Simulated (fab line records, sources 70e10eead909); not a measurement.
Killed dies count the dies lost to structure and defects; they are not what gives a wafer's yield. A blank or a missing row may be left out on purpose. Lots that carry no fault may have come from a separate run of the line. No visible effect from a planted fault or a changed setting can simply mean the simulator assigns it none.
Problem report in the 8D (eight disciplines) form, filled by code || flow nand harc || the parts of the form that need people (team, actions taken, sign-off) are left out

1. WHAT WENT WRONG
Wafers without a fault read 55 with a standard deviation of 17, while killed at array at NHARC_END_SORT_01 averages 669 across 2 wafers of 1 lot. Relative to the usual mean, that is a shift of +36 standard deviations.
The first sign was on wafer L850.4 at day 33 13:13, on prober-02. The record holds 3 wafers of 1 lot with a number at this step. By rule, "out" or "out of limits" means more than 4 standard deviations away from the usual mean. The rest of the wafers with a number are treated as sound.

2. WHAT IT IS, WHAT IT ISN'T
{"question": "which readings at this step", "is": "killed at array, killed dies", "is not": "killed at periphery, killed open, killed short"}
{"question": "which lots", "is": "L850", "is not": "-"}
{"question": "which wafers of those lots", "is": "L850.4, L850.5", "is not": "L850.1"}
{"question": "read on which gauges", "is": "prober-02", "is not": "-"}
{"question": "when", "is": "from day 33 13:13", "is not": "up to then (1 sound wafer)"}

3. WHAT RULES OUT EACH SUSPECT
Counting: if a tool at a process step up to the reading ran every lot that is out, it stays a suspect. Sound lots after the first of them don't rule it out here, since some wafers of a struck lot are sound.
- the gauge at NHARC_END_SORT_01: ruled out. All the wafers that are out were read on prober-02, but those of them that NHARC_A_CHANNEL_HOLE_D1_ETCH_34 has rows for are out there too, on other tools.
- rie diel-03 at NHARC_A_CHANNEL_HOLE_D1_ETCH_34 (etches the open film in CF4/CHF3, target depth 154 nm, time 77 s): kept. It ran the lot that is out, L850 (day 17 01:23). On those wafers its own readings are out: oes product au.
- Within rie diel-03 at NHARC_A_CHANNEL_HOLE_D1_ETCH_34: the wafers that are out ran in chamber 0; their sound lot-mates ran in chamber 2.
Left after counting: rie diel-03 at NHARC_A_CHANNEL_HOLE_D1_ETCH_34.

4. THE CAUSE (what the simulator had put in)
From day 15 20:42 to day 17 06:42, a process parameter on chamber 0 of rie diel-03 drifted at NHARC_A_CHANNEL_HOLE_D1_ETCH_34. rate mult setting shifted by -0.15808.
This tool alone remained once counting was done.

5. THE CHAIN OF EFFECTS, in route order
One row per reading whose mean, taken over the struck wafers that have a number, lies over 3 standard deviations from the usual. Scope: only readings with a usual standard deviation given in the record; hours: median across lots of the time from each lot's start at the first step in this table that gives one to its start at this step; sigmas: change in usual standard deviations.
{"hours": 0, "step": "NHARC_A_CHANNEL_HOLE_D1_ETCH_34", "reading": "oes product au", "usual": "0.941 a.u.", "on struck wafers": 0.832, "change": -0.109, "sigmas": -4.4}
{"hours": 396, "step": "NHARC_END_SORT_01", "reading": "killed at array", "usual": 55, "on struck wafers": 669, "change": "+614", "sigmas": "+36"}
{"hours": 396, "step": "NHARC_END_SORT_01", "reading": "killed dies", "usual": 59, "on struck wafers": 674, "change": "+614", "sigmas": "+34"}
It contains these process steps:
- NHARC_A_CHANNEL_HOLE_D1_ETCH_34: etches the open film in CF4/CHF3, target depth 154 nm, time 77 s.

6. WHAT WOULD HAVE CAUGHT IT SOONER
425 hours passed between the start of the fault at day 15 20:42 and the first reading out of limits at a measuring or inspecting step in this record, taken at day 33 13:13.
Tool's own readings at NHARC_A_CHANNEL_HOLE_D1_ETCH_34, oes product au: out on all struck wafers the step has rows for; an alarm limit on them would have tripped on the first.
By day 33 13:13 the whole set of lots that are out, 1 in number, had already begun NHARC_A_CHANNEL_HOLE_D1_ETCH_34 on rie diel-03. A hold on the tool at that time would have spared none of them.
